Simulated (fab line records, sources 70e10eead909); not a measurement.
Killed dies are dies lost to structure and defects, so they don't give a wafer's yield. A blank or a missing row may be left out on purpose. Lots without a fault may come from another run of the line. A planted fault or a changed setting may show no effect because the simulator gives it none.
fab line records | flow nand_harc
record lots=11 wafers=33 last_day=33
route steps=1302 shown A_SGD_CUT@906 A_SLIT@924 END@1302
lots that met no fault: from a run of the same line without faults
start_h: hours from the record's first day to the start of the lot's first wafer shown | wait_h: hours since the lot's step before | " the same as in the row above | L1.1+2: a row that stands for several wafers | - no value, or no start given | * or withheld: withheld | < > ~ a bound
route shown NAME@n: a module of which the file shows steps, and the number in the route of the first | usual: mean/standard deviation of fault-free wafers | same: alike in all rows | chamber/n: place in a boat | sites: the reading at each site | _std_site: their standard deviation | _edge_site: outer sites' mean less inner sites' | radius_mm: how far each site lies from the wafer's centre | mask NAME#n: copy n | behind: the tool/chamber that last shaped the wafer | hold: why the lot was held/for how many hours/how that ended | device: the transistor (n, p or np) that didn't switch | end of line: the same wafers' tests at the end of the route | a step without rows: its recipe alone | killed: dies lost to structure and defects at the first sort, not the wafer's yield | map: a wafer's dies, x killed, . not, _ none there
set.NAME: the setting as run; set.NAME@STEP: as run at that earlier step | model.NAME: the simulator's own value behind a step, which no gauge read
steps of the route over a sample of lots; a table a step, a row a wafer
services: from which hour (start_h, from the record's first day; less than 0 if before it) a tool's chamber was out of use, for how many hours, and why
## steps
# step NHARC_A_SGD_CUT_ETCH_59
# recipe target_depth_a=2600 over_etch_frac=0.25 time_s=406.25 ion_energy_ev=200 n2_flow_sccm=150 h2_flow_sccm=150 ar_flow_sccm=0 rf_w=400 bias_w=150 chemistry=N2/H2
# usual drypump_motor_current_A=5.5/0.37 mfc_ar_sccm=0.012/0.013 n2_flow_sccm=150.1/0.43 oes_product_au=1.000/0.0072 rf_vpp_V=430/3.3 showerhead_plenum_p_Torr=2.03/0.11 throttle_valve_pct=14.170/0.0096
# same time_s=406.25
# columns lot.wafer tool chamber start_h wait_h drypump_motor_current_A mfc_ar_sccm n2_flow_sccm oes_product_au rf_hours_counter_h rf_vpp_V showerhead_plenum_p_Torr throttle_valve_pct
L406.3 rie_diel-08 1 - - 5.8 0.018 150.8 0.999 3 436 2.16 14.162
L406.1 " 0 " " 5.9 0 149.8 0.991 3 429 1.98 14.166
L406.6 " 1 " " 5.8 0.018 150.0 1.006 - 434 2.16 14.170
L408.2 rie_diel-10 0 - - 5.5 0 150.3 1.006 3 435 2.18 14.181
L408.3 " 2 " " 5.1 0.043 150.7 1.007 2 433 2.11 14.174
L408.4 " 3 " " 5.6 0.011 150.0 0.995 3 428 1.95 14.169
L413.1 rie_diel-08 2 - - 6.0 0 150.6 0.998 7 427 1.92 14.153
L413.4 " 3 " " 5.3 0 149.7 1.003 7 427 1.92 14.181
L413.6 " 0 " " 5.9 0 149.8 1.007 - 429 1.98 14.158
L414.2 rie_diel-01 0 - - 4.9 0.002 149.9 1.000 6 434 2.19 14.166
L414.6 " 0 " " 4.9 0.002 150.5 1.003 - 436 2.19 14.185
L414.5 " 1 " " 5.2 0.018 150.8 1.007 - 432 2.12 14.183
L417.4 rie_diel-10 0 - - 5.5 0 150.5 0.994 9 434 2.17 14.178
L417.1 " 2 " " 5.1 0.043 150.2 0.993 7 432 2.11 14.171
L417.5 " 0 " " 5.5 0 150.0 1.000 - 434 2.17 14.170
L416.4 rie_diel-08 0 - - 5.9 0 150.3 0.997 8 429 1.98 14.184
L416.3 " 1 " " 5.8 0.018 150.0 1.000 9 434 2.16 14.180
L416.5 " 0 " " 5.9 0 150.3 0.997 - 429 1.98 14.162
L415.2 rie_diel-01 2 - - 6.2 0.023 149.8 1.009 7 429 1.94 14.181
L415.4 " 3 " " 5.2 0.007 150.3 1.004 7 432 2.12 14.152
L415.6 " 1 " " 5.2 0.018 150.6 1.016 - 434 2.12 14.167
L418.3 rie_diel-10 0 - - 5.5 0 150.6 1.010 12 435 2.17 14.180
L418.4 " 1 " " 5.4 0.022 149.7 0.997 11 425 1.90 14.173
L418.2 " 2 " " 5.1 0.043 151.2 1.001 10 433 2.11 14.171
L419.3 rie_diel-08 1 - - 5.8 0.018 149.8 0.990 0 435 2.16 14.172
L419.2 " 2 " " 6.1 0 149.4 0.995 2 426 1.91 14.165
L419.4 " 0 " " 5.9 0 150.0 1.006 2 427 1.98 14.176
L426.3 rie_diel-08 1 - - 5.8 0.018 149.7 1.003 5 434 2.16 14.175
L426.2 " 2 " " 6.0 0 149.9 1.010 6 427 1.91 14.175
L426.5 " 2 " " 6.1 0 150.1 1.004 - 428 1.91 14.166
L428.3 rie_diel-10 2 - - 5.1 0.043 149.5 0.996 6 431 2.10 14.171
L428.2 " 0 " " 5.5 0 150.3 1.014 6 437 2.17 14.177
L428.6 " 2 " " 5.1 0.043 150.1 0.999 - 431 2.10 14.165
# step NHARC_A_SLIT_DEP_23
# recipe target_thk_a=1000 target_thk_nm=100 temp_c=400 pressure_torr=3.5 flow_sccm=200 rf_w=350 material=SiON
# usual heater_power_w=740/68 susceptor_temp_C=400.00/0.23
# columns lot.wafer tool chamber start_h wait_h heater_power_w susceptor_temp_C
L406.3 pecvd-04 2 448.91 1.9 855 400.18
L406.1 " 0 " " 691 400.01
L406.6 " 0 " " 696 399.35
L408.3 pecvd-01 2 465.49 1.9 742 399.63
L408.2 " 0 " " 740 399.84
L408.4 " 0 " " 738 400.09
L413.1 pecvd-04 0 520.92 3.2 747 399.99
L413.4 " 1 " " 822 399.74
L413.6 " 2 " " 883 400.13
L414.2 pecvd-03 1 532.57 2.6 772 400.26
L414.5 " 0 " " 631 400.08
L414.6 " 2 " " 709 399.91
L417.1 pecvd-03 1 545.02 3.2 710 400.16
L417.4 " 0 " " 701 399.94
L417.5 " 1 " " 717 400.09
L416.3 pecvd-04 2 545.51 2.1 859 400.12
L416.5 " 1 " " 732 399.86
L416.4 " 2 " " 859 399.88
L415.2 pecvd-01 1 557.15 2.6 664 400.13
L415.6 " 2 " " 748 400.44
L415.4 " 1 " " 678 400.23
L418.2 pecvd-03 2 570.20 2.5 748 400.21
L418.3 " 1 " " 791 400.32
L418.4 " 1 " " 815 400.22
L419.2 pecvd-01 2 588.25 2.5 663 400.06
L419.3 " 0 " " 791 399.52
L419.4 " 2 " " 666 400.26
L426.2 pecvd-01 2 666.79 2.5 657 399.98
L426.3 " 0 " " 782 400.10
L426.5 " 2 " " 667 400.11
L428.3 pecvd-04 0 685.69 2.0 611 399.98
L428.2 " 1 " " 766 399.83
L428.6 " 1 " " 757 399.84
# step NHARC_A_SLIT_EXPOSE_06
# recipe na=1.35 dose_mj=60.82 mask_id=SLIT
# usual exposure_dose_mJ_cm2=61.2/0.59 focus_offset_nm=0.0/0.56
# columns lot.wafer tool chamber start_h wait_h mask exposure_dose_mJ_cm2 focus_offset_nm
L406.1 arfi_scanner-01 0 449.32 - SLIT#0 60.8 0.0
L406.3 " 0 " " SLIT#0 60.7 0.2
L406.6 " 0 " " SLIT#0 60.7 -1.0
L408.2 arfi_scanner-01 0 466.04 - SLIT#0 60.7 0.3
L408.3 " 0 " " SLIT#0 60.7 0.7
L408.4 " 0 " " SLIT#0 60.8 1.6
L413.1 arfi_scanner-02 0 521.46 - SLIT#0 62.0 -0.2
L413.4 " 0 " " SLIT#0 62.1 0.0
L413.6 " 0 " " SLIT#0 61.9 -0.5
L414.2 arfi_scanner-02 0 533.09 - SLIT#0 61.9 0.5
L414.5 " 0 " " SLIT#0 62.0 -0.4
L414.6 " 0 " " SLIT#0 61.9 0.8
L417.1 arfi_scanner-02 0 545.40 - SLIT#0 67.1 0.3
L417.4 " 0 " " SLIT#0 67.1 -0.6
L417.5 " 0 " " SLIT#0 67.0 0.0
L416.3 arfi_scanner-02 0 545.88 - SLIT#0 66.1 0.7
L416.4 " 0 " " SLIT#0 66.0 0.1
L416.5 " 0 " " SLIT#0 66.1 0.5
L415.2 arfi_scanner-03 0 557.64 - SLIT#0 60.7 0.2
L415.4 " 0 " " SLIT#0 60.8 -0.1
L415.6 " 0 " " SLIT#0 60.9 0.4
L418.2 arfi_scanner-02 0 570.76 - SLIT#0 65.2 -0.1
L418.3 " 0 " " SLIT#0 65.2 -1.0
L418.4 " 0 " " SLIT#0 65.3 -0.2
L419.2 arfi_scanner-02 0 588.67 - SLIT#0 64.6 0.2
L419.3 " 0 " " SLIT#0 64.5 -1.0
L419.4 " 0 " " SLIT#0 64.5 -1.0
L426.2 arfi_scanner-03 0 667.34 - SLIT#0 60.6 -1.0
L426.3 " 0 " " SLIT#0 60.6 -0.3
L426.5 " 0 " " SLIT#0 60.7 0.2
L428.2 arfi_scanner-03 0 686.21 - SLIT#0 60.7 0.3
L428.3 " 0 " " SLIT#0 60.5 0.1
L428.6 " 0 " " SLIT#0 60.5 0.0
# step NHARC_A_SLIT_CD_MEAS_09
# recipe target_cd_nm=300 landing_energy_ev=500
# usual cd_nm=300.2/0.5
# columns lot.wafer tool chamber start_h wait_h cd_nm
L406.1 cd_sem-03 0 449.46 - 300.6
L406.3 " 0 " " 300.7
L406.6 " 0 " " 300.8
L408.2 cd_sem-02 0 466.18 - 300.7
L408.3 " 0 " " 300.5
L408.4 " 0 " " 300.1
L413.1 cd_sem-02 0 521.60 - 299.8
L413.4 " 0 " " 299.7
L413.6 " 0 " " 300.4
L414.2 cd_sem-01 0 533.22 - 300.5
L414.5 " 0 " " 299.6
L414.6 " 0 " " 300.1
L417.1 cd_sem-01 0 545.54 - 303.6
L417.4 " 0 " " 304.0
L417.5 " 0 " " 303.7
L416.3 cd_sem-01 0 546.02 - 303.0
L416.4 " 0 " " 303.0
L416.5 " 0 " " 303.1
L415.2 cd_sem-01 0 557.78 - 300.6
L415.4 " 0 " " 300.7
L415.6 " 0 " " 301.4
L418.2 cd_sem-01 0 570.90 - 302.9
L418.3 " 0 " " 302.6
L418.4 " 0 " " 302.3
L419.2 cd_sem-02 0 588.81 - 302.6
L419.3 " 0 " " 302.1
L419.4 " 0 " " 302.4
L426.2 cd_sem-02 0 667.47 - 300.0
L426.3 " 0 " " 299.9
L426.5 " 0 " " 300.6
L428.2 cd_sem-03 0 686.34 - 301.1
L428.3 " 0 " " 300.3
L428.6 " 0 " " 301.1
# step NHARC_A_SLIT_ETCH_15
# recipe target_depth_a=62000 over_etch_frac=0.3 time_s=1612 ion_energy_ev=150 o2_flow_sccm=400 cos_flow_sccm=20 ar_flow_sccm=0 rf_w=500 bias_w=300 chemistry=O2/COS
# usual drypump_motor_current_A=5.7/0.41 mfc_ar_sccm=0.008/0.01 oes_product_au=0.998/0.0084 rf_vpp_V=313.8/2.3 showerhead_plenum_p_Torr=3.09/0.16 throttle_valve_pct=28.332/0.0085
# same time_s=1612
# columns lot.wafer tool chamber start_h wait_h drypump_motor_current_A mfc_ar_sccm oes_product_au rf_hours_counter_h rf_vpp_V showerhead_plenum_p_Torr throttle_valve_pct
L406.3 rie_diel-03 2 - - 5.6 0 1.006 6.9 312.1 2.95 28.328
L406.1 " 1 " " 6.5 0.017 1.000 7.2 313.1 3.01 28.340
L406.6 " 2 " " 5.6 0 1.009 - 311.6 2.95 28.329
L408.2 rie_diel-06 2 - - 5.1 0.002 1.008 10.3 312.2 2.93 28.327
L408.3 " 3 " " 6.0 0.009 0.989 11.1 314.6 3.19 28.317
L408.4 " 1 " " 5.8 0 0.998 11.4 315.4 3.33 28.317
L413.4 rie_diel-06 2 - - 5.1 0.002 1.004 1.6 311.2 2.93 28.341
L413.1 " 3 " " 6.0 0.009 1.000 1.6 314.7 3.19 28.336
L413.6 " 1 " " 5.8 0 0.996 - 317.4 3.33 28.337
L414.2 rie_diel-06 1 - - 5.8 0 1.013 2.9 316.4 3.33 28.341
L414.6 " 2 " " 5.1 0.002 1.010 - 311.7 2.93 28.333
L414.5 " 3 " " 6.0 0.009 1.001 - 316.3 3.19 28.336
L417.1 rie_diel-05 1 - - 5.4 0.010 1.004 7.8 315.6 3.14 28.332
L417.4 " 0 " " 5.2 0.004 0.980 8.0 318.1 3.30 28.340
L417.5 " 2 " " 5.8 0.034 0.989 - 315.6 3.29 28.340
L416.4 rie_diel-03 2 - - 5.6 0 1.006 3.2 313.1 2.94 28.326
L416.3 " 0 " " 6.3 0.012 1.002 3.6 311.1 2.94 28.338
L416.5 " 2 " " 5.6 0 0.998 - 311.0 2.94 28.334
L415.4 rie_diel-05 0 - - 5.1 0.004 0.981 9.3 315.5 3.29 28.325
L415.2 " 1 " " 5.4 0.010 1.000 8.7 313.6 3.14 28.338
L415.6 " 3 " " 6.0 0 0.984 - 309.9 2.91 28.330
L418.2 rie_diel-03 1 - - 6.5 0.017 1.005 5.5 313.7 3.00 28.314
L418.3 " 2 " " 5.6 0 1.005 5.6 312.7 2.94 28.340
L418.4 " 3 " " 5.3 0 1.009 3.8 311.2 3.03 28.340
L419.3 rie_diel-06 2 - - 5.1 0.002 1.004 5.0 311.6 2.93 28.320
L419.2 " 3 " " 6.0 0.009 0.990 5.4 315.2 3.18 28.328
L419.4 " 0 " " 5.5 0 1.009 4.9 310.4 2.93 28.336
L426.3 rie_diel-05 3 - - 6.0 0 0.984 3.9 312.1 2.91 28.346
L426.2 " 0 " " 5.1 0.004 0.985 4.2 317.4 3.29 28.328
L426.5 " 3 " " 6.0 0 0.990 - 310.9 2.91 28.330
L428.2 rie_diel-05 1 - - 5.4 0.010 1.002 4.2 314.6 3.14 28.319
L428.3 " 2 " " 5.8 0.034 1.012 4.4 315.8 3.29 28.337
L428.6 " 0 " " 5.1 0.004 0.999 - 316.4 3.29 28.324
# step NHARC_END_SORT_01
# recipe temp_c=25
# usual killed_at_array=52/20 killed_at_other=1.0/1.3 killed_at_periphery=3.7/2.2 killed_dies=57/20 killed_open=3.2/1.6 killed_short=2.4/1.6
# same gross_dies=677
# columns lot.wafer tool chamber start_h wait_h killed_at_array killed_at_other killed_at_periphery killed_dies killed_open killed_short
L406.1 prober-01 0 564.44 2.5 48 1 2 51 2 3
L406.3 prober-01 0 566.06 3.1 48 3 3 54 4 3
L406.6 prober-01 0 568.48 4.0 48 0 4 52 6 7
L408.2 prober-02 0 577.96 2.8 53 0 2 55 0 3
L408.3 prober-02 0 578.77 3.1 47 0 2 49 3 2
L408.4 prober-02 0 579.58 3.4 54 0 2 56 4 3
L413.1 prober-02 0 632.64 2.5 23 4 3 30 3 0
L413.4 prober-02 0 635.08 3.4 20 0 5 25 5 4
L413.6 prober-02 0 636.70 4.1 28 1 1 30 5 1
L414.2 prober-01 0 641.21 2.8 61 1 4 66 5 5
L414.5 prober-01 0 643.60 3.7 54 0 3 57 1 3
L414.6 prober-01 0 644.40 4.0 47 1 3 51 4 1
L417.1 prober-02 0 656.22 2.5 41 2 3 46 2 4
L417.4 prober-02 0 658.64 3.4 27 5 4 36 3 1
L417.5 prober-02 0 659.44 3.7 28 4 4 36 1 7
L416.3 prober-01 0 657.80 3.1 84 0 8 92 3 0
L416.4 prober-01 0 658.60 3.4 90 0 8 98 6 3
L416.5 prober-01 0 659.41 3.7 94 0 9 103 3 2
L415.2 prober-01 0 665.70 2.8 90 0 1 91 5 4
L415.4 prober-01 0 667.28 3.4 72 2 4 78 3 5
L415.6 prober-01 0 668.85 3.9 73 3 2 78 1 4
L418.2 prober-02 0 682.10 2.8 31 1 5 37 3 2
L418.3 prober-02 0 682.90 3.1 28 0 2 30 9 0
L418.4 prober-02 0 683.69 3.4 29 1 3 33 5 0
L419.2 prober-01 0 702.49 2.8 41 0 3 44 5 7
L419.3 prober-01 0 703.29 3.1 38 0 4 42 2 2
L419.4 prober-01 0 704.09 3.4 43 0 4 47 6 2
L426.2 prober-01 0 778.37 2.8 49 5 1 55 4 4
L426.3 prober-01 0 779.16 3.1 47 1 4 52 3 0
L426.5 prober-01 0 780.74 3.7 46 1 3 50 2 2
L428.2 prober-01 0 800.01 2.8 60 0 3 63 3 4
L428.3 prober-01 0 800.81 3.1 40 1 4 45 1 2
L428.6 prober-01 0 803.22 4.0 62 0 5 67 5 3
# killed by level:class
L406.1 A_CHANNEL_HOLE_D2:chamber_film_flake=27 A_CONTACT:chamber_film_flake=13 A_DECK1_JOINT:chamber_film_flake=2 P_BONDPAD:geometric_particle:open=1 A_ONON_D1:geometric_particle:short=1 A_ONON_D2:geometric_particle:short=1 A_WL_FILL:geometric_particle:open=1 STARTING-WAFER:geometric_particle:short=1
L406.3 A_CHANNEL_HOLE_D2:chamber_film_flake=30 A_CONTACT:chamber_film_flake=9 THIN_TSV:chamber_film_flake=3 P_STI:geometric_particle:open=1 P_M0:geometric_particle:open=1 A_SOURCE_PLATE:geometric_particle:short=1 A_CHANNEL_FILL_D1:geometric_particle:short=1 A_WL_FILL:geometric_particle:open=1
L406.6 A_CHANNEL_HOLE_D2:chamber_film_flake=27 A_CONTACT:chamber_film_flake=10 A_CHANNEL_FILL_D1:geometric_particle:short=3 A_BLC:geometric_particle:open=3 A_ONON_D2:geometric_particle:short=2 P_CONTACT:geometric_particle:open=1 P_M0:geometric_particle:open=1 P_M0:geometric_particle:short=1
L408.2 A_CHANNEL_HOLE_D1:chamber_film_flake=30 A_CHANNEL_HOLE_D2:chamber_film_flake=11 A_CONTACT:chamber_film_flake=8 A_ONON_D2:geometric_particle:short=3 P_STI:chamber_film_flake=1 P_GATE:chamber_film_flake=1 A_WL_FILL:chamber_film_flake=1
L408.3 A_CHANNEL_HOLE_D1:chamber_film_flake=22 A_CHANNEL_HOLE_D2:chamber_film_flake=17 A_CONTACT:chamber_film_flake=3 P_M0:geometric_particle:open=1 A_DECK1_JOINT:geometric_particle:short=1 A_CHANNEL_FILL_D2:geometric_particle:short=1 A_SGD_CUT:geometric_particle:open=1 A_BLC:geometric_particle:open=1
L408.4 A_CHANNEL_HOLE_D1:chamber_film_flake=26 A_CHANNEL_HOLE_D2:chamber_film_flake=18 A_CONTACT:chamber_film_flake=3 A_BLC:geometric_particle:open=2 P_M0:geometric_particle:short=1 A_SOURCE_PLATE:geometric_particle:short=1 A_ONON_D1:geometric_particle:short=1 A_CHANNEL_HOLE_D1:geometric_particle:open=1
L413.1 A_CHANNEL_HOLE_D2:chamber_film_flake=11 A_CHANNEL_HOLE_D1:chamber_film_flake=4 THIN_TSV:chamber_film_flake=4 A_STAIRCASE:chamber_film_flake=2 A_M0:chamber_film_flake=2 P_CONTACT:geometric_particle:open=1 A_ONON_D1:geometric_particle:open=1 A_CHANNEL_HOLE_D1:geometric_particle:open=1
L413.4 A_CHANNEL_HOLE_D2:chamber_film_flake=5 A_CHANNEL_HOLE_D1:chamber_film_flake=3 A_STAIRCASE:chamber_film_flake=3 A_M0:chamber_film_flake=3 P_CONTACT:geometric_particle:open=2 P_M1:geometric_particle:open=2 P_M0:geometric_particle:open=1 A_SOURCE_PLATE:geometric_particle:short=1
L413.6 A_CHANNEL_HOLE_D2:chamber_film_flake=7 A_CHANNEL_HOLE_D1:chamber_film_flake=6 A_STAIRCASE:chamber_film_flake=4 A_CONTACT:geometric_particle:open=2 A_CHANNEL_FILL_D1:chamber_film_flake=2 A_CONTACT:chamber_film_flake=2 A_M0:chamber_film_flake=2 P_CONTACT:geometric_particle:open=1
L414.2 A_CHANNEL_HOLE_D1:chamber_film_flake=29 A_CHANNEL_HOLE_D2:chamber_film_flake=16 A_STAIRCASE:chamber_film_flake=3 A_SLIT:chamber_film_flake=3 P_CONTACT:geometric_particle:open=2 A_CHANNEL_FILL_D2:geometric_particle:short=2 A_CONTACT:chamber_film_flake=2 P_M1:geometric_particle:open=1
L414.5 A_CHANNEL_HOLE_D1:chamber_film_flake=28 A_CHANNEL_HOLE_D2:chamber_film_flake=17 A_STAIRCASE:chamber_film_flake=3 P_ZERO_WELL:chamber_film_flake=2 A_CHANNEL_HOLE_D1:geometric_particle:short=1 A_CHANNEL_FILL_D1:geometric_particle:short=1 A_DECK1_JOINT:geometric_particle:open=1 A_ONON_D2:geometric_particle:short=1
L414.6 A_CHANNEL_HOLE_D1:chamber_film_flake=30 A_CHANNEL_HOLE_D2:chamber_film_flake=11 P_ZERO_WELL:chamber_film_flake=2 A_SOURCE_PLATE:geometric_particle:open=1 A_CHANNEL_FILL_D1:geometric_particle:short=1 A_DECK1_JOINT:geometric_particle:open=1 A_CHANNEL_HOLE_D2:geometric_particle:open=1 A_CHANNEL_FILL_D2:geometric_particle:open=1
L417.1 A_CONTACT:chamber_film_flake=12 A_STAIRCASE:chamber_film_flake=7 A_BONDPAD:chamber_film_flake=7 A_CHANNEL_HOLE_D1:chamber_film_flake=6 A_BLC:chamber_film_flake=3 A_CHANNEL_HOLE_D2:geometric_particle:short=2 THIN_TSV:chamber_film_flake=2 P_STI:geometric_particle:short=1
L416.3 A_SLIT:chamber_film_flake=35 A_CHANNEL_HOLE_D1:chamber_film_flake=26 A_CHANNEL_HOLE_D2:chamber_film_flake=13 P_CONTACT:chamber_film_flake=6 A_STAIRCASE:chamber_film_flake=4 A_ZERO_WELL:chamber_film_flake=2 P_M0:geometric_particle:open=1 A_SGD_CUT:geometric_particle:open=1
L416.4 A_SLIT:chamber_film_flake=32 A_CHANNEL_HOLE_D1:chamber_film_flake=29 A_CHANNEL_HOLE_D2:chamber_film_flake=13 P_CONTACT:chamber_film_flake=5 A_STAIRCASE:chamber_film_flake=4 A_CHANNEL_FILL_D1:geometric_particle:open=3 P_ZERO_WELL:chamber_film_flake=2 A_ONON_D1:geometric_particle:open=1
L417.4 A_CHANNEL_HOLE_D1:chamber_film_flake=7 A_BONDPAD:chamber_film_flake=5 THIN_TSV:chamber_film_flake=5 P_M2:chamber_film_flake=4 A_STAIRCASE:chamber_film_flake=4 A_CONTACT:chamber_film_flake=3 A_BLC:chamber_film_flake=3 A_DECK1_JOINT:geometric_particle:short=1
L416.5 A_SLIT:chamber_film_flake=34 A_CHANNEL_HOLE_D1:chamber_film_flake=27 A_CHANNEL_HOLE_D2:chamber_film_flake=20 P_CONTACT:chamber_film_flake=5 P_ZERO_WELL:chamber_film_flake=3 A_STAIRCASE:chamber_film_flake=3 A_ZERO_WELL:chamber_film_flake=2 A_CHANNEL_FILL_D1:geometric_particle:open=1
L417.5 A_CONTACT:chamber_film_flake=6 A_BONDPAD:chamber_film_flake=6 A_STAIRCASE:chamber_film_flake=5 THIN_TSV:chamber_film_flake=4 A_WL_FILL:geometric_particle:short=3 A_CHANNEL_HOLE_D1:chamber_film_flake=3 A_CHANNEL_FILL_D1:geometric_particle:short=2 P_M2:chamber_film_flake=2
L415.2 A_CHANNEL_HOLE_D1:chamber_film_flake=33 A_SLIT:chamber_film_flake=31 A_CHANNEL_HOLE_D2:chamber_film_flake=11 A_STAIRCASE:chamber_film_flake=2 A_WL_FILL:chamber_film_flake=2 A_ONON_D1:geometric_particle:open=1 A_CHANNEL_FILL_D1:geometric_particle:open=1 A_DECK1_JOINT:geometric_particle:short=1
L415.4 A_CHANNEL_HOLE_D1:chamber_film_flake=26 A_SLIT:chamber_film_flake=23 A_CHANNEL_HOLE_D2:chamber_film_flake=12 A_ONON_D2:geometric_particle:short=2 P_ZERO_WELL:chamber_film_flake=2 P_M0:geometric_particle:open=1 A_CHANNEL_HOLE_D1:geometric_particle:open=1 A_CHANNEL_FILL_D1:geometric_particle:short=1
L415.6 A_CHANNEL_HOLE_D1:chamber_film_flake=32 A_SLIT:chamber_film_flake=28 A_CHANNEL_HOLE_D2:chamber_film_flake=7 THIN_TSV:chamber_film_flake=3 A_CHANNEL_FILL_D2:geometric_particle:short=2 P_M2:geometric_particle:open=1 A_CHANNEL_FILL_D1:geometric_particle:short=1 A_DECK1_JOINT:geometric_particle:short=1
L418.2 A_CHANNEL_HOLE_D1:chamber_film_flake=8 A_CONTACT:chamber_film_flake=7 A_STAIRCASE:chamber_film_flake=6 P_GATE:chamber_film_flake=2 A_SLIT:chamber_film_flake=2 A_ONON_D1:geometric_particle:open=1 A_ONON_D2:geometric_particle:open=1 A_CHANNEL_FILL_D2:geometric_particle:short=1
L418.3 A_STAIRCASE:chamber_film_flake=8 A_CONTACT:chamber_film_flake=4 A_CHANNEL_HOLE_D1:chamber_film_flake=3 A_SLIT:chamber_film_flake=3 A_ONON_D1:geometric_particle:open=2 A_M0:geometric_particle:open=2 P_GATE:geometric_particle:open=1 A_DECK1_JOINT:geometric_particle:open=1
L418.4 A_STAIRCASE:chamber_film_flake=8 A_CHANNEL_HOLE_D1:chamber_film_flake=6 A_CONTACT:chamber_film_flake=5 P_STI:chamber_film_flake=2 A_SLIT:chamber_film_flake=2 A_SLIT:geometric_particle:open=1 A_WL_FILL:geometric_particle:open=1 A_CONTACT:geometric_particle:open=1
L419.2 A_CHANNEL_HOLE_D1:chamber_film_flake=23 A_WL_FILL:geometric_particle:short=3 A_SLIT:chamber_film_flake=3 A_DECK1_JOINT:geometric_particle:short=2 P_M1:chamber_film_flake=2 P_CONTACT:geometric_particle:open=1 A_SOURCE_PLATE:geometric_particle:short=1 A_SOURCE_PLATE:geometric_particle:open=1
L419.3 A_CHANNEL_HOLE_D1:chamber_film_flake=27 A_SLIT:chamber_film_flake=4 A_CONTACT:chamber_film_flake=2 P_BONDPAD:geometric_particle:short=1 A_ONON_D1:geometric_particle:short=1 A_ONON_D1:geometric_particle:open=1 A_M0:geometric_particle:open=1 P_ZERO_WELL:chamber_film_flake=1
L419.4 A_CHANNEL_HOLE_D1:chamber_film_flake=22 A_SLIT:chamber_film_flake=4 A_WL_FILL:geometric_particle:short=2 P_M1:chamber_film_flake=2 A_CONTACT:chamber_film_flake=2 A_M0:chamber_film_flake=2 A_ONON_D1:geometric_particle:open=1 A_ONON_D2:geometric_particle:open=1
L426.2 A_SLIT:chamber_film_flake=31 A_CHANNEL_HOLE_D1:unspecified=3 A_CONTACT:chamber_film_flake=3 THIN_TSV:chamber_film_flake=3 A_ONON_D1:geometric_particle:open=1 A_CHANNEL_HOLE_D1:geometric_particle:short=1 A_CHANNEL_FILL_D1:geometric_particle:short=1 A_DECK1_JOINT:geometric_particle:open=1
L426.3 A_SLIT:chamber_film_flake=34 A_BLC:chamber_film_flake=3 A_CONTACT:chamber_film_flake=3 P_GATE:chamber_film_flake=2 A_CHANNEL_FILL_D2:chamber_film_flake=2 P_GATE:geometric_particle:open=1 A_CHANNEL_FILL_D1:geometric_particle:open=1 A_BLC:geometric_particle:open=1
L426.5 A_SLIT:chamber_film_flake=29 A_CONTACT:chamber_film_flake=4 A_CHANNEL_HOLE_D1:unspecified=3 A_CHANNEL_FILL_D2:chamber_film_flake=3 P_GATE:chamber_film_flake=2 A_CHANNEL_HOLE_D1:chamber_film_flake=2 P_CONTACT:geometric_particle:open=1 A_CHANNEL_FILL_D1:geometric_particle:short=1
L428.2 A_CHANNEL_HOLE_D2:chamber_film_flake=32 A_CONTACT:chamber_film_flake=10 A_SLIT:chamber_film_flake=8 P_GATE:chamber_film_flake=2 A_STAIRCASE:chamber_film_flake=2 A_M1:chamber_film_flake=2 P_GATE:geometric_particle:open=1 A_ONON_D1:geometric_particle:open=1
L428.3 A_CHANNEL_HOLE_D2:chamber_film_flake=27 A_CONTACT:chamber_film_flake=4 A_SLIT:chamber_film_flake=4 P_GATE:chamber_film_flake=3 P_GATE:geometric_particle:short=1 A_ONON_D1:geometric_particle:short=1 A_WL_FILL:geometric_particle:open=1 A_CHANNEL_FILL_D1:chamber_film_flake=1
L428.6 A_CHANNEL_HOLE_D2:chamber_film_flake=27 A_CONTACT:chamber_film_flake=12 A_SLIT:chamber_film_flake=11 P_GATE:chamber_film_flake=3 A_STAIRCASE:chamber_film_flake=3 A_ONON_D1:geometric_particle:open=2 P_CONTACT:geometric_particle:short=1 A_ONON_D1:geometric_particle:short=1
## services
# columns tool chamber start_h hours kind
pecvd-04 - 418.74 1.6 repair
rie_diel-10 - 419.54 9.0 pm
pecvd-04 - 450.51 13.0 pm
rie_diel-06 - 451.63 1.1 repair
arfi_scanner-02 - 467.32 0.9 repair
rie_diel-10 2 480.49 2.7 repair
arfi_scanner-02 - 484.00 4.0 pm
rie_diel-06 - 484.26 9.0 pm
rie_diel-05 3 491.89 8.0 repair
pecvd-01 - 492.37 13.0 pm
pecvd-04 2 495.69 3.8 repair
rie_diel-08 - 528.04 0.5 repair
rie_diel-08 - 544.80 9.0 pm
rie_diel-05 1 547.94 10.0 repair
rie_diel-08 1 558.82 10.3 repair
rie_diel-06 0 561.75 9.6 repair
pecvd-01 0 567.08 3.6 repair
pecvd-04 0 580.22 5.0 repair
arfi_scanner-02 - 580.24 1.7 repair
rie_diel-08 - 595.21 0.5 repair
rie_diel-08 2 619.12 2.3 repair
arfi_scanner-02 - 656.00 4.0 pm
arfi_scanner-02 - 661.98 2.1 repair
arfi_scanner-02 - 672.67 0.6 repair
## key
first_sign step=NHARC_A_SLIT_EXPOSE_06 reading=exposure_dose_mJ_cm2 direction=up sigmas=7.7 usual=61.2 struck=65.7
effect step=NHARC_A_SLIT_CD_MEAS_09 reading=cd_nm direction=up sigmas=5.6 usual=300.2 struck=302.9 through=control_loop
met_at NHARC_A_SLIT_EXPOSE_06
struck_lots L416,L417,L418,L419
tester_left_out L416,L417,L418,L419
loop_trim step=NHARC_A_SLIT_EXPOSE_06 setting=dose lots=L416,L418,L419
not_acting_at NHARC_A_SGD_CUT_ETCH_59,NHARC_A_SLIT_DEP_23,NHARC_A_SLIT_ETCH_15
onset_between 533.09 545.40
fault kind=process_parameter_drift tool=arfi_scanner-02 chamber=- onset_h=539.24 steps=NHARC_A_SLIT_EXPOSE_06 channel=dose_mj offset=5.1535 shape=step acts_in=these_recipes_only stated=60.82
# tester_left_out: of these lots the tester's yield and bins aren't shown, on N5 and GAA mostly nor the transistor test; their killed dies are dies lost to structure and defects alone, not to doping, threshold or leakage, so they don't give the yield
# loop_trim: a control loop set the setting to another value than it would have without faults
